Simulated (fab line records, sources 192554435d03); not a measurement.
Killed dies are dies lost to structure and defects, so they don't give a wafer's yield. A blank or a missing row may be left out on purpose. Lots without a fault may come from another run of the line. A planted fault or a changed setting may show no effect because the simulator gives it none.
A struck lot beside a sound one | flow n5_finfet | 39 steps out of a route of 1938
Sound: wafers L595.1, L595.4, L595.5. Struck: wafers L605.1, L605.5, L605.6. The cause comes at the end.
At each step with rows: each side's tool, then ch and its chambers, then its first start. Under that, the readings that differ: sound wafers | struck wafers | difference of the means | sigmas: that difference in standard deviations of wafers without a fault.
alike: readings whose means differ by less than 2 such deviations, and words and numbers that are the same on both sides. not compared: withheld readings, readings that some wafer has no value for, bounds like >300 that may hide the same value, and numbers for which the record gives no deviation and whose values overlap.
The two part at a step that has a row with sigmas, a row that says differs or no value, or rows on one side only. Numbers that don't overlap but have no deviation are shown without sigmas and don't part them. A reading that every wafer of one side lacks parts them only if that side has two wafers or more.

first, 10 steps without rows for these wafers: N5_FIN_SAQP_HM_DEP_03 (deposits SiNx from SiH4/NH3/N2, target thk 38 nm, time 33.6 s); N5_FIN_SAQP_PECVD_47 (deposits a-Si from SiH4/He, target thk 45 nm, time 36.3 s); N5_FIN_SAQP_PECVD_48 (deposits SiNx from SiH4/NH3/N2, target thk 25 nm, time 22.1 s); N5_FIN_SAQP_PECVD_06 (deposits a-Si from SiH4/He, target thk 60 nm, time 48.1 s); N5_FIN_SAQP_HM_DEP_72 (deposits SiO2 from SiH4/N2O, target thk 12 nm, time 7.2 s); N5_FIN_SAQP_COAT_49 (time 60 s, resist thk 100 nm); N5_FIN_SAQP_COAT_50 (time 60 s, resist thk 35 nm); N5_FIN_SAQP_COAT_10 (resist thk 90 nm); N5_FIN_SAQP_EBR_12; N5_FIN_SAQP_SOFTBAKE_11 (time 60 s).
N5_FIN_SAQP_EXPOSE_13: exposes mask FIN CORE, target cd 35.6 nm.
  sound on arfi_scanner-01 ch 0, day 3 09:40; struck on arfi_scanner-01 ch 0, day 5 21:26
  reading              | sound             | struck            | difference | sigmas
  exposure_dose_mJ_cm2 | 63.34 63.26 63.23 | 60.48 60.52 60.56 | -2.76      | -36
  alike: mask
then, 2 steps without rows for these wafers: N5_FIN_SAQP_PEB_14 (peb time 60 s); N5_FIN_SAQP_DEVELOP_15 (develop time 30 s).
N5_FIN_SAQP_CD_MEAS_16: target cd 35.6 nm.
  sound on cd_sem-03 ch 0, day 3 09:48; struck on cd_sem-01 ch 0, day 5 21:34
  reading    | sound          | struck         | difference | sigmas
  cd_nm (nm) | 35.5 35.8 35.3 | 32.8 25.9 27.4 | -6.8       | -21
then, 23 steps without rows for these wafers: N5_FIN_SAQP_DESCUM_21 (chemistry O2, time 7.9 s); N5_FIN_SAQP_ETCH_51 (etches SiARC in CF4, target depth 45.5 nm, time 75.8 s); N5_FIN_SAQP_ETCH_52 (etches SOC in N2/H2, target depth 100 nm, overetch 20 nm, time 150 s); N5_FIN_SAQP_STRIP_53 (strips in N2/H2); N5_FIN_SAQP_HM_OPEN_73 (chemistry CHF3/O2, target SiO2, stops on a-Si, target depth 12 nm, time 16.8 s); N5_FIN_SAQP_STRIP_74 (strips in CHF3/O2); N5_FIN_SAQP_MANDREL_ETCH_22 (etches a-Si in HBr/Cl2, stops on SiNx, target depth 60 nm, bt time 10 s, time 30 s); N5_FIN_SAQP_STRIP_55 (strips in N2/H2); N5_FIN_SAQP_STRIP_23 (strips in SPM, time 750 s); N5_FIN_SAQP_SRD_66 (time 30 s); N5_FIN_SAQP_RECESS_75 (chemistry HF/NH3, target SiO2, target depth 14.4 nm, afs cycles 3, sublimation time 60 s); N5_FIN_SAQP_SPACER1_ALD_24 (deposits SiO2, target thk 20.3 nm, pulse time 1 s, purge time 2 s); N5_FIN_SAQP_SPACER1_ETCHBACK_25 (etches SiO2 in CHF3/O2, target depth 24.4 nm, time 12.2 s); N5_FIN_SAQP_MANDREL1_REMOVE_56 (chemistry HBr/Cl2/O2, target a-Si, stops on SiNx, bt time 10 s); N5_FIN_SAQP_ETCH_57 (etches SiNx in CH3F/O2, target depth 32.5 nm, time 46.4 s); N5_FIN_SAQP_ETCH_65 (etches SiO2 in CF4, target depth 4 nm, time 4.4 s); N5_FIN_SAQP_MANDREL_ETCH_58 (etches a-Si in HBr/Cl2, stops on SiNx, target depth 45 nm, bt time 10 s, time 27 s); N5_FIN_SAQP_RECESS_63 (chemistry HF/NH3, target SiO2, target depth 18 nm, afs cycles 3, sublimation time 60 s); N5_FIN_SAQP_COAT_68 (time 60 s, resist thk 100 nm); N5_FIN_SAQP_ETCH_69 (etches SOC in N2/H2, stops on SiNx, target depth 150 nm); N5_FIN_SAQP_ETCH_67 (etches SiNx in CH3F/O2, target depth 30 nm); N5_FIN_SAQP_STRIP_70 (strips in N2/H2); N5_FIN_SAQP_RECESS_71 (chemistry HF/NH3, target SiO2, target depth 3 nm, afs cycles 1, sublimation time 60 s).
-- the record jumps here: 7 days lie between the struck wafers' starts before and after (it left off in module FIN_SAQP and takes up again in module BEOL_M4, whose first step shown is number 1111 of the route) --
N5_BEOL_M4_RC_MEAS_101:
  sound on prober-02 ch 0, day 10 00:08; struck on prober-01 ch 0, day 12 16:43
  reading       | sound             | struck | difference | sigmas
  ION_P (uA/um) | 471 464 480       | 456    | -16        | -2
  VT_N (mV)     | 249.1 249.7 246.2 | 253.6  | +5.3       | +2
  VT_P (mV)     | -247 -249 -248    | -255   | -7         | -2
  alike: DIBL_N, DIBL_P, IOFF_N, IOFF_P, ION_N, SS_N, SS_P
-- the record jumps here: 4 days lie between the struck wafers' starts before and after (it left off in module BEOL_M4 and takes up again in module PASSIVATION, whose first step shown is number 1936 of the route) --
N5_PASSIVATION_PROBE_49:
  the record has rows for the struck wafers here (prober-02, day 16 16:32) and none for the sound ones

WHERE THEY PART
First at N5_FIN_SAQP_EXPOSE_13; last, within this record, at N5_PASSIVATION_PROBE_49.

WHY: what the simulator had put in
Process parameter drift: arfi_scanner-01, from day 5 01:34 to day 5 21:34, at N5_FIN_SAQP_EXPOSE_13. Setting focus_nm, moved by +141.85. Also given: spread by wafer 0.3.
